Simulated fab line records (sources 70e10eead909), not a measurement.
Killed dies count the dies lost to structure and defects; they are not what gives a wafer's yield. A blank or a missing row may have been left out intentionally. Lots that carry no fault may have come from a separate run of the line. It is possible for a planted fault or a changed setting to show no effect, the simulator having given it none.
Which tool did it? | flow nand-harc | Sampling: 24 lots, 72 wafers, 6 of 1302 route steps

== WHAT THE GAUGES SHOWED, per wafer ==
No reading from a measuring or inspecting step in the record can be judged against a usual standard deviation.

== EACH LOT AND THE TOOL THAT RAN IT (in order: tool; ch and the chambers of the sampled wafers; start) ==
lot  | NHARC_A_STAIRCASE_ALD_420        | NHARC_A_STAIRCASE_DEP_151       | NHARC_A_STAIRCASE_ETCH_444         | NHARC_A_STAIRCASE_CMP_450     | NHARC_A_SGD_CUT_ETCH_16                       | NHARC_A_WL_FILL_STRIP_29
L074 | ald-hk-01 ch 0,1,2, day 17 00:34 | pecvd-03 ch 0,1, day 17 11:11   | rie-diel-08 ch 0,3, day 18 22:38   | cmp-03 ch 1,2, day 19 05:19   | rie-diel-13 ch 0,3, day 21 06:37 or earlier   | rie-diel-10 ch 0,2, day 21 06:37
L075 | ald-hk-04 ch 2,3, day 17 23:46   | pecvd-04 ch 0,1,2, day 18 08:02 | rie-diel-12 ch 0,3, day 19 08:35   | cmp-04 ch 0,1, day 19 13:39   | rie-diel-02 ch 1,2,3, day 21 08:53 or earlier | rie-diel-01 ch 0,1,2, day 21 08:53
L076 | ald-hk-01 ch 0,1,2, day 18 19:42 | pecvd-03 ch 1,2, day 19 03:52   | rie-diel-12 ch 2,3, day 20 04:21   | cmp-03 ch 1,2, day 20 09:46   | rie-diel-02 ch 0,2,3, day 22 02:14 or earlier | rie-diel-03 ch 1,2,3, day 22 02:14
L077 | ald-hk-04 ch 0,3, day 18 20:23   | pecvd-04 ch 0,2, day 19 03:52   | rie-diel-11 ch 0,2, day 20 04:14   | cmp-03 ch 0,1,2, day 20 09:29 | rie-diel-05 ch 2,3, day 22 02:13 or earlier   | rie-diel-10 ch 0,1, day 22 02:13
L078 | ald-hk-02 ch 1,2,3, day 19 01:40 | pecvd-03 ch 1,2, day 19 09:56   | rie-diel-11 ch 1,2,3, day 20 13:02 | cmp-04 ch 1,2,3, day 20 18:18 | rie-diel-13 ch 0,1,2, day 22 14:58 or earlier | rie-diel-01 ch 0,2,3, day 22 14:58
L079 | ald-hk-01 ch 1,3, day 19 04:13   | pecvd-02 ch 0,1,2, day 19 09:51 | rie-diel-12 ch 0,2, day 20 12:49   | cmp-03 ch 2,3, day 20 18:08   | rie-diel-02 ch 1,2, day 22 18:05 or earlier   | rie-diel-10 ch 0,1, day 22 18:05
L080 | ald-hk-01 ch 0,1,2, day 20 13:24 | pecvd-03 ch 1,2, day 20 21:37   | rie-diel-11 ch 0,1,3, day 21 23:40 | cmp-04 ch 1,2,3, day 22 04:53 | rie-diel-13 ch 0,1,3, day 23 22:16 or earlier | rie-diel-01 ch 0,1,3, day 23 22:16
L081 | ald-hk-04 ch 0,1,3, day 20 13:27 | pecvd-02 ch 0,1,2, day 20 21:31 | rie-diel-08 ch 0,2, day 21 23:47   | cmp-04 ch 1,2,3, day 22 05:57 | rie-diel-13 ch 0,1,2, day 23 22:17 or earlier | rie-diel-03 ch 0,1,2, day 23 22:17
L082 | ald-hk-04 ch 0,2, day 21 02:44   | pecvd-04 ch 1,2, day 21 10:39   | rie-diel-08 ch 2,3, day 22 13:54   | cmp-01 ch 2,3, day 22 20:02   | rie-diel-02 ch 0,1,3, day 24 13:55 or earlier | rie-diel-10 ch 0,1, day 24 13:55
L083 | ald-hk-01 ch 0,1,2, day 21 12:37 | pecvd-02 ch 1,2, day 21 20:26   | rie-diel-11 ch 0,3, day 23 00:48   | cmp-01 ch 1,2, day 23 05:29   | rie-diel-05 ch 0,1,2, day 24 20:52 or earlier | rie-diel-10 ch 0,1,3, day 24 20:52
L084 | ald-hk-04 ch 0,1,2, day 22 00:01 | pecvd-02 ch 0,1, day 22 08:52   | rie-diel-08 ch 1,2, day 23 08:41   | cmp-04 ch 0,3, day 23 14:50   | rie-diel-05 ch 2,3, day 25 09:50 or earlier   | rie-diel-01 ch 0,2,3, day 25 09:50
L085 | ald-hk-01 ch 0,2,3, day 22 03:32 | pecvd-04 ch 0,2, day 22 08:46   | rie-diel-12 ch 1,2,3, day 23 09:16 | cmp-03 ch 2,3, day 23 13:42   | rie-diel-13 ch 0,1,2, day 25 06:46 or earlier | rie-diel-01 ch 0,2,3, day 25 06:46
L086 | ald-hk-02 ch 0,2,3, day 22 14:28 | pecvd-02 ch 1,2, day 22 22:10   | rie-diel-12 ch 1,2, day 23 23:31   | cmp-04 ch 0,1,2, day 24 04:54 | rie-diel-02 ch 1,2,3, day 25 22:51 or earlier | rie-diel-03 ch 0,2,3, day 25 22:51
L087 | ald-hk-01 ch 0,3, day 23 10:14   | pecvd-03 ch 0,1, day 23 18:17   | rie-diel-11 ch 1,2,3, day 24 18:14 | cmp-04 ch 1,2,3, day 24 22:32 | rie-diel-05 ch 0,3, day 26 16:16 or earlier   | rie-diel-01 ch 0,1,2, day 26 16:16
L089 | ald-hk-04 ch 0,1, day 23 18:18   | pecvd-02 ch 0,2, day 24 02:42   | rie-diel-12 ch 1,2,3, day 25 08:46 | cmp-03 ch 2,3, day 25 12:59   | rie-diel-13 ch 1,2, day 27 04:07 or earlier   | rie-diel-01 ch 0,3, day 27 04:07
L088 | ald-hk-01 ch 0,3, day 23 18:51   | pecvd-04 ch 0,2, day 24 02:35   | rie-diel-11 ch 1,2,3, day 25 06:24 | cmp-03 ch 0,2, day 25 11:37   | rie-diel-02 ch 0,2, day 27 04:06 or earlier   | rie-diel-03 ch 2,3, day 27 04:06
L090 | ald-hk-04 ch 0,1,3, day 23 19:23 | pecvd-04 ch 0,2, day 24 03:03   | rie-diel-08 ch 0,1, day 25 06:26   | cmp-01 ch 0,1,3, day 25 11:41 | rie-diel-13 ch 0,3, day 27 07:45 or earlier   | rie-diel-01 ch 0,3, day 27 07:45
L091 | ald-hk-02 ch 0,2,3, day 24 01:46 | pecvd-04 ch 1,2, day 24 09:35   | rie-diel-11 ch 2,3, day 25 13:44   | cmp-04 ch 0,1,3, day 25 18:56 | rie-diel-02 ch 0,1, day 27 13:35 or earlier   | rie-diel-10 ch 0,1, day 27 13:35
L092 | ald-hk-02 ch 1,2,3, day 25 00:24 | pecvd-03 ch 1,2, day 25 08:27   | rie-diel-12 ch 0,3, day 26 08:58   | cmp-01 ch 1,2,3, day 26 14:10 | rie-diel-02 ch 0,1,3, day 28 08:23 or earlier | rie-diel-10 ch 0,3, day 28 08:23
L094 | ald-hk-02 ch 1,2,3, day 25 12:18 | pecvd-03 ch 0,1,2, day 25 20:30 | rie-diel-11 ch 0,2,3, day 26 21:02 | cmp-03 ch 0,2,3, day 27 02:11 | rie-diel-05 ch 1,2,3, day 28 23:01 or earlier | rie-diel-03 ch 0,2,3, day 28 23:01
L093 | ald-hk-01 ch 0,2,3, day 25 12:19 | pecvd-04 ch 1,2, day 25 20:38   | rie-diel-08 ch 0,1,3, day 26 21:17 | cmp-01 ch 0,2,3, day 27 02:29 | rie-diel-13 ch 0,2,3, day 28 23:04 or earlier | rie-diel-03 ch 0,1,2, day 28 23:04
L095 | ald-hk-02 ch 0,1,2, day 26 04:43 | pecvd-04 ch 0,1,2, day 26 12:55 | rie-diel-12 ch 0,1,3, day 27 14:56 | cmp-01 ch 0,2,3, day 27 20:10 | rie-diel-13 ch 0,2,3, day 29 18:16 or earlier | rie-diel-01 ch 1,2,3, day 29 18:16
L097 | ald-hk-02 ch 0,1,3, day 26 22:31 | pecvd-04 ch 0,1,2, day 27 06:40 | rie-diel-11 ch 0,1,3, day 28 09:12 | cmp-03 ch 1,2,3, day 28 13:54 | rie-diel-13 ch 0,1,2, day 30 06:10 or earlier | rie-diel-10 ch 0,1,2, day 30 06:10
L096 | ald-hk-04 ch 2,3, day 26 22:31   | pecvd-02 ch 0,1,2, day 27 06:35 | rie-diel-12 ch 0,2, day 28 08:24   | cmp-01 ch 0,1, day 28 13:37   | rie-diel-05 ch 1,3, day 30 06:10 or earlier   | rie-diel-03 ch 1,3, day 30 06:10
- NHARC_A_STAIRCASE_ALD_420: deposits SiO2, target thk 20 nm, pulse time 6 s, ald cycles 200.
- NHARC_A_STAIRCASE_DEP_151: deposits SiO2, target thk 7200 nm.
- NHARC_A_STAIRCASE_ETCH_444: etches the open film in C4F8/O2, target depth 20400 nm, time 6800 s.
- NHARC_A_STAIRCASE_CMP_450: polishes SiO2, target thk 200 nm.
- NHARC_A_SGD_CUT_ETCH_16: etches the open film in C4F8/O2/Ar, target depth 310.5 nm, time 155.2 s.
- NHARC_A_WL_FILL_STRIP_29: strips in O2, time 20 s.

== WHAT THE TOOLS THEMSELVES READ (means of the sampled wafers that have a number; where no wafer has one, the mark that the record gives instead) ==
NHARC_A_STAIRCASE_ALD_420. Usual: heater-power-w 491 W, standard deviation 64; precursor-pulse-height-rel 1.002, standard deviation 0.02.
lot  | tool      | heater-power-w (W) | precursor-pulse-height-rel | flag
L074 | ald-hk-01 | 546                | 1.003                      |
L075 | ald-hk-04 | 442                | 1.002                      |
L076 | ald-hk-01 | 557                | 1.008                      |
L077 | ald-hk-04 | 436                | 1.008                      |
L078 | ald-hk-02 | 449                | 0.981                      |
L079 | ald-hk-01 | 543                | 0.997                      |
L080 | ald-hk-01 | 545                | 0.983                      |
L081 | ald-hk-04 | 448                | 0.993                      |
L082 | ald-hk-04 | 483                | 1.000                      |
L083 | ald-hk-01 | 534                | 1.003                      |
L084 | ald-hk-04 | 465                | 0.987                      |
L085 | ald-hk-01 | 546                | 1.012                      |
L086 | ald-hk-02 | 456                | 1.025                      |
L087 | ald-hk-01 | 569                | 1.000                      |
L089 | ald-hk-04 | 453                | 1.009                      |
L088 | ald-hk-01 | 569                | 0.984                      |
L090 | ald-hk-04 | 446                | 0.995                      |
L091 | ald-hk-02 | 462                | 1.025                      |
L092 | ald-hk-02 | 467                | 0.993                      |
L094 | ald-hk-02 | 475                | 0.992                      |
L093 | ald-hk-01 | 566                | 0.991                      |
L095 | ald-hk-02 | 433                | 1.014                      |
L097 | ald-hk-02 | 472                | 1.002                      |
L096 | ald-hk-04 | 450                | 1.008                      |

NHARC_A_STAIRCASE_DEP_151. Usual: heater-power-w 623 W, standard deviation 88.
lot  | tool     | heater-power-w (W) | flag
L074 | pecvd-03 | 660                |
L075 | pecvd-04 | 564                |
L076 | pecvd-03 | 588                |
L077 | pecvd-04 | 629                |
L078 | pecvd-03 | 601                |
L079 | pecvd-02 | 664                |
L080 | pecvd-03 | 558                |
L081 | pecvd-02 | 642                |
L082 | pecvd-04 | 637                |
L083 | pecvd-02 | 640                |
L084 | pecvd-02 | 650                |
L085 | pecvd-04 | 631                |
L086 | pecvd-02 | 659                |
L087 | pecvd-03 | 608                |
L089 | pecvd-02 | 693                |
L088 | pecvd-04 | 631                |
L090 | pecvd-04 | 640                |
L091 | pecvd-04 | 597                |
L092 | pecvd-03 | 636                |
L094 | pecvd-03 | 639                |
L093 | pecvd-04 | 632                |
L095 | pecvd-04 | 651                |
L097 | pecvd-04 | 612                |
L096 | pecvd-02 | 687                |

NHARC_A_STAIRCASE_ETCH_444. Usual: oes-product-au 0.940 a.u., standard deviation 0.021; rf-vpp-V 808 V, standard deviation 5.9.
lot  | tool        | oes-product-au (a.u.) | rf-vpp-V (V) | flag
L074 | rie-diel-08 | 0.928                 | 809          |
L075 | rie-diel-12 | 0.923                 | 809          |
L076 | rie-diel-12 | 0.949                 | 804          |
L077 | rie-diel-11 | 0.964                 | 812          |
L078 | rie-diel-11 | 0.945                 | 808          |
L079 | rie-diel-12 | 0.985                 | 807          |
L080 | rie-diel-11 | 0.929                 | 804          |
L081 | rie-diel-08 | 0.929                 | 812          |
L082 | rie-diel-08 | 0.932                 | 803          |
L083 | rie-diel-11 | 0.916                 | 803          |
L084 | rie-diel-08 | 0.936                 | 803          |
L085 | rie-diel-12 | 0.918                 | 806          |
L086 | rie-diel-12 | 0.921                 | 810          |
L087 | rie-diel-11 | 0.924                 | 807          |
L089 | rie-diel-12 | 0.925                 | 806          |
L088 | rie-diel-11 | 0.932                 | 808          |
L090 | rie-diel-08 | 0.970                 | 815          |
L091 | rie-diel-11 | 0.927                 | 805          |
L092 | rie-diel-12 | 0.921                 | 807          |
L094 | rie-diel-11 | 0.985                 | 806          |
L093 | rie-diel-08 | 0.922                 | 810          |
L095 | rie-diel-12 | 0.960                 | 809          |
L097 | rie-diel-11 | 0.943                 | 804          |
L096 | rie-diel-12 | 0.973                 | 807          |

NHARC_A_STAIRCASE_CMP_450. Usual: motor-current-A 12.3 A, standard deviation 1.3.
lot  | tool   | motor-current-A (A) | flag
L074 | cmp-03 | 11.4                |
L075 | cmp-04 | 13.3                |
L076 | cmp-03 | 12.5                |
L077 | cmp-03 | 12.4                |
L078 | cmp-04 | 12.6                |
L079 | cmp-03 | 10.9                |
L080 | cmp-04 | 12.1                |
L081 | cmp-04 | 12.5                |
L082 | cmp-01 | 13.4                |
L083 | cmp-01 | 13.5                |
L084 | cmp-04 | 12.5                |
L085 | cmp-03 | 11.2                |
L086 | cmp-04 | 12.6                |
L087 | cmp-04 | 12.9                |
L089 | cmp-03 | 10.9                |
L088 | cmp-03 | 11.6                |
L090 | cmp-01 | 11.5                |
L091 | cmp-04 | 12.5                |
L092 | cmp-01 | 12.5                |
L094 | cmp-03 | 11.5                |
L093 | cmp-01 | 13.6                |
L095 | cmp-01 | 12.9                |
L097 | cmp-03 | 11.8                |
L096 | cmp-01 | 11.6                |

NHARC_A_SGD_CUT_ETCH_16. Usual: oes-product-au 0.970 a.u., standard deviation 0.014; rf-vpp-V 723 V, standard deviation 5.
lot  | tool        | oes-product-au (a.u.) | rf-vpp-V (V) | flag
L074 | rie-diel-13 | 0.982                 | 727          |
L075 | rie-diel-02 | 0.977                 | 723          |
L076 | rie-diel-02 | 0.977                 | 720          |
L077 | rie-diel-05 | 0.953                 | 718          |
L078 | rie-diel-13 | 0.970                 | 726          |
L079 | rie-diel-02 | 0.938                 | 719          |
L080 | rie-diel-13 | 0.971                 | 727          |
L081 | rie-diel-13 | 0.967                 | 726          |
L082 | rie-diel-02 | 0.967                 | 722          |
L083 | rie-diel-05 | 0.982                 | 724          |
L084 | rie-diel-05 | 0.986                 | 718          |
L085 | rie-diel-13 | 0.973                 | 726          |
L086 | rie-diel-02 | 0.976                 | 722          |
L087 | rie-diel-05 | 0.971                 | 722          |
L089 | rie-diel-13 | 0.973                 | 725          |
L088 | rie-diel-02 | 0.990                 | 717          |
L090 | rie-diel-13 | 0.974                 | 728          |
L091 | rie-diel-02 | 0.979                 | 718          |
L092 | rie-diel-02 | 0.972                 | 722          |
L094 | rie-diel-05 | 0.973                 | 720          |
L093 | rie-diel-13 | 0.965                 | 729          |
L095 | rie-diel-13 | 0.982                 | 727          |
L097 | rie-diel-13 | 0.976                 | 726          |
L096 | rie-diel-05 | 0.971                 | 719          |

NHARC_A_WL_FILL_STRIP_29. Usual: drypump-motor-current-A 5.7 A, standard deviation 0.35; mfc-ar-sccm 0.008 sccm, standard deviation 0.012; oes-product-au 0.999 a.u., standard deviation 0.0069; rf-vpp-V 57.7 V, standard deviation 0.87; showerhead-plenum-p-Torr 3.51 Torr, standard deviation 0.13; throttle-valve-pct 17.037 %, standard deviation 0.0094.
lot  | tool        | drypump-motor-current-A (A) | mfc-ar-sccm (sccm) | oes-product-au (a.u.) | rf-vpp-V (V) | showerhead-plenum-p-Torr (Torr) | throttle-valve-pct (%) | flag
L074 | rie-diel-10 | 5.4                         | 0.001              | 1.004                 | 58.2         | 3.41                            | 17.054                 |
L075 | rie-diel-01 | 5.3                         | 0.015              | 0.999                 | 58.5         | 3.49                            | 17.032                 |
L076 | rie-diel-03 | 5.9                         | 0.012              | 1.002                 | 57.2         | 3.57                            | 17.040                 |
L077 | rie-diel-10 | 5.6                         | 0.000              | 0.999                 | 57.5         | 3.46                            | 17.032                 |
L078 | rie-diel-01 | 5.7                         | 0.015              | 0.994                 | 58.5         | 3.57                            | 17.046                 |
L079 | rie-diel-10 | 5.6                         | 0.000              | 0.995                 | 57.5         | 3.46                            | 17.037                 |
L080 | rie-diel-01 | 5.5                         | 0.009              | 0.995                 | 57.3         | 3.60                            | 17.041                 |
L081 | rie-diel-03 | 5.9                         | 0.015              | 0.995                 | 57.4         | 3.47                            | 17.027                 |
L082 | rie-diel-10 | 5.4                         | 0.000              | 1.003                 | 57.8         | 3.39                            | 17.037                 |
L083 | rie-diel-10 | 5.6                         | 0.000              | 1.004                 | 57.7         | 3.41                            | 17.033                 |
L084 | rie-diel-01 | 5.7                         | 0.015              | 1.005                 | 58.2         | 3.57                            | 17.031                 |
L085 | rie-diel-01 | 5.7                         | 0.015              | 1.006                 | 57.1         | 3.57                            | 17.036                 |
L086 | rie-diel-03 | 5.8                         | 0.014              | 0.999                 | 57.5         | 3.55                            | 17.046                 |
L087 | rie-diel-01 | 5.4                         | 0.015              | 0.999                 | 57.3         | 3.49                            | 17.039                 |
L089 | rie-diel-01 | 5.9                         | 0.009              | 1.001                 | 58.3         | 3.67                            | 17.022                 |
L088 | rie-diel-03 | 5.7                         | 0.011              | 0.995                 | 57.7         | 3.65                            | 17.044                 |
L090 | rie-diel-01 | 5.6                         | 0.019              | 0.995                 | 58.8         | 3.65                            | 17.035                 |
L091 | rie-diel-10 | 5.4                         | 0.000              | 1.001                 | 57.1         | 3.39                            | 17.037                 |
L092 | rie-diel-10 | 5.5                         | 0.000              | 1.009                 | 56.9         | 3.34                            | 17.035                 |
L094 | rie-diel-03 | 5.8                         | 0.014              | 1.000                 | 58.1         | 3.55                            | 17.040                 |
L093 | rie-diel-03 | 5.9                         | 0.015              | 1.003                 | 58.0         | 3.47                            | 17.030                 |
L095 | rie-diel-01 | 5.6                         | 0.006              | 1.000                 | 56.9         | 3.51                            | 17.041                 |
L097 | rie-diel-10 | 5.6                         | 0.001              | 0.998                 | 57.0         | 3.47                            | 17.035                 |
L096 | rie-diel-03 | 5.8                         | 0.000              | 0.998                 | 58.0         | 3.55                            | 17.043                 |

== THE ANSWER, worked out from the rows above alone ==
Rule: a lot counts as off when the mean over its wafers that have a number is more than 3 standard deviations away from the usual mean. A lot without any number at a reading at which 4 lots or more have one is off too. Any other lot the step has rows for is counted as sound. After the gauges, taken in route order, come the tools' own readings; for these a lot's mean is taken, as printed above. The first step at which some lot is off is used, and at that step the reading that is off furthest; a lot without a number counts as furthest.
No lot is off on any of the readings shown, so nothing can be concluded from this.

== WHAT THE SIMULATOR HAD INSERTED ==
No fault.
